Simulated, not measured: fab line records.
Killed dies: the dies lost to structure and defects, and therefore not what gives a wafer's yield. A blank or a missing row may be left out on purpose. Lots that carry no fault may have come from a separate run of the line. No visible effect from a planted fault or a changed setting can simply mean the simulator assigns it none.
Chamber matching -- flow n5_finfet -- N5_HKMG_FIN_ALD_74 on ald_hk-02 has 4 sister chambers
The step deposits La2O3, target thk 0.5 nm, pulse time 6 s, co reactant pulse time 1 s. 4 wafers are shown with their chamber, then 7 later ones without.

## EACH WAFER AND ITS CHAMBER
wafer,chamber,heater_power_w (W)
L082.6,1,335
L085.6,2,324
L089.2,3,344
L089.3,0,429

## WAFERS WITH NO CHAMBER GIVEN
wafer,heater_power_w (W)
L089.6,319
L092.2,330
L092.4,332
L092.6,332
L094.2,349
L094.3,429
L094.5,349

## WHICH CHAMBER EACH ONE RAN IN
wafer,from the rows above,in truth
L089.6,2,2
L092.2,can't be placed: 1 or 2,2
L092.4,can't be placed: 1 or 2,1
L092.6,can't be placed: 1 or 2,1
L094.2,3,3
L094.3,0,0
L094.5,3,3
4 of 7 placed correctly. Unplaceable from these rows: 3, with the true chamber sitting among the candidates in 3. Placed wrongly: 0.
How it was worked out, from the rows above alone: a wafer's distance from a chamber is the root of the sum, over the readings, of the square of ((its reading less the chamber's mean) divided by the reading's scatter). The wafer belongs to the nearest chamber; if the next one is less than 2 further off, it can't be placed. For every chamber, the mean is computed from those of its wafers that are shown. The scatter: with one shown wafer a chamber, the root of the mean of the squares of how far each hidden wafer lies from its nearest shown one.
